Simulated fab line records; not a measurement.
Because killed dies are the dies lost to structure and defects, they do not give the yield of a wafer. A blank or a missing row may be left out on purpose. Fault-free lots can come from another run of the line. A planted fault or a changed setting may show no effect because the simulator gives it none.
Struck lot and sound lot, side by side || flow n5Finfet || 16 out of 1938 route steps
Sound: the wafers L843.4, L843.5, L843.6. Struck: wafers L854.1, L854.3, L854.5. Last of all comes the cause.
Per side, at each step with rows, come the tool, then ch with its chambers, and then its first start. Under that, the readings that differ: sound wafers || struck wafers || difference of the means || sigmas: that difference in standard deviations of wafers without a fault.
alike: readings whose means differ by less than 2 such deviations, and words and numbers that are the same on both sides. not compared: withheld readings, readings that some wafer has no value for, bounds like >300 that may hide the same value, and numbers for which the record gives no deviation and whose values overlap.
A row with sigmas, a row that says differs or no value, or rows on one side alone: a step with any of these is where the two part. Numbers that have no deviation but don't overlap get no sigmas and don't part them. A reading that every wafer of one side lacks parts them only if that side has two wafers or more.

N5_DUMMY_REMOVAL_STRIP_10: strips in N2/H2, time 40 s.
  sound on rieDiel-03 ch 0,1,2, day 5 04:31; struck on rieDiel-02 ch 0,2, day 7 21:14
  alike: drypumpMotorCurrentA, oesProductAu, rfVppV, showerheadPlenumPTorr, throttleValvePct
  not compared: rfHoursCounterH
then, 2 steps without rows for these wafers: N5_DUMMY_REMOVAL_PRECLEAN_07 (cleans in dHF, time 30 s); N5_DUMMY_REMOVAL_DUMMY_REMOVE_02 (chemistry TMAH, target poly-Si, stops on SiO2, target depth 142 nm, time 57 s, rinse time 30 s).
N5_DUMMY_REMOVAL_INSPECT_06: inspects for defects (brightfield).
  sound on defectInspect-01, day 5 04:41; struck on defectInspect-01, day 7 21:24
  alike: rawDefectCount
then, 4 steps without rows for these wafers: N5_DUMMY_REMOVAL_PRECLEAN_08 (cleans in NF3:NH3, afs cycles 2, time 20 s, sublimation time 60 s); N5_DUMMY_REMOVAL_PRECLEAN_04 (cleans in DHF, time 37 s); N5_DUMMY_REMOVAL_SRD_05 (time 30 s); N5_HKMG_FIN_IL_REGROW_00 (material SiO2, chemistry O3, target thk 0.75 nm, time 30 s).
N5_HKMG_FIN_HK_ALD_01: deposits HfO2, target thk 1.6 nm, pulse time 3 s, purge time 3 s.
  sound on aldHk-01 ch 0,1,2, day 5 05:06; struck on aldHk-01 ch 0,1, day 7 21:49
  alike: precursorPulseHeightRel
N5_HKMG_FIN_HK_ANNEAL_02: time 30 s.
  sound on rtpAnneal-02 ch 0, day 5 05:32; struck on rtpAnneal-02 ch 0, day 7 22:09
  alike: lampPowerPct, wafer_temp_C_max
N5_HKMG_FIN_ALD_74: deposits La2O3, target thk 0.5 nm, pulse time 6 s, co reactant pulse time 1 s.
  sound on aldHk-03 ch 1,2,3, day 5 05:40; struck on aldHk-03 ch 0,2,3, day 7 22:22
  alike: heaterPowerW, precursorPulseHeightRel
N5_HKMG_FIN_ALD_75: deposits Al2O3, target thk 1 nm, co reactant pulse time 1 s.
  sound on aldHk-03 ch 1,2,3, day 5 05:44; struck on aldHk-03 ch 0,2,3, day 7 22:26
  alike: heaterPowerW, precursorPulseHeightRel
N5_HKMG_FIN_COAT_41: time 60 s, resist thk 300 nm.
  sound on lithoTrack-04 ch 0, day 5 05:50; struck on lithoTrack-04 ch 0, day 7 22:32
{"reading": "heaterPowerTotalW (W)", "sound": "498.8 500.7 501.5", "struck": "837.6 839.2 839.4", "difference": "+338.4", "sigmas": "+99 or more"}
{"reading": "plateTempC (C)", "sound": "250.14 250.29 250.10", "struck": "267.14 267.21 267.22", "difference": "+17.01", "sigmas": "+95"}
then, 1 step without rows for these wafers: N5_HKMG_FIN_COAT_42 (time 60 s, resist thk 35 nm).
-- a jump in the record: the struck wafers' starts before and after are 4 days apart (it breaks off in module HKMG_FIN and resumes in module BEOL_M4, where the first step shown is number 1111 of the route) --
N5_BEOL_M4_RC_MEAS_101:
  sound on prober-01 ch 0, day 9 03:30; struck on prober-02 ch 0, day 11 13:23
  alike: DIBL_N, DIBL_P, IOFF_N, IOFF_P, ION_N, ION_P, SS_N, SS_P, VT_N, VT_P
-- here the record skips 5 days between the struck wafers' starts before and after, leaving off in module BEOL_M4 and picking up in module PASSIVATION (first step shown: number 1936 of the route) --
N5_PASSIVATION_PROBE_49:
  sound on prober-01, day 13 08:23; struck on prober-01, day 16 10:10
  alike: defectLimitedYield, killed_at_M0_to_M3, killed_at_M4_up, killedAtContacts, killedAtFrontEnd, killedAtOther, killedDies, killedOpen, killedShort, sort_bin_4_leakage, sort_bin_5_function, sort_bin_6_memory, sort_bin_8_speed, sortNPass, sortYieldPct

WHERE THEY PART
N5_HKMG_FIN_COAT_41 only, going by this record. Later steps at which nothing parts them and some readings are alike: N5_BEOL_M4_RC_MEAS_101, N5_PASSIVATION_PROBE_49.

WHY: what had been put in by the simulator
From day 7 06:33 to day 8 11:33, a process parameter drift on lithoTrack-04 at N5_HKMG_FIN_COAT_41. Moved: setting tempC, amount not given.
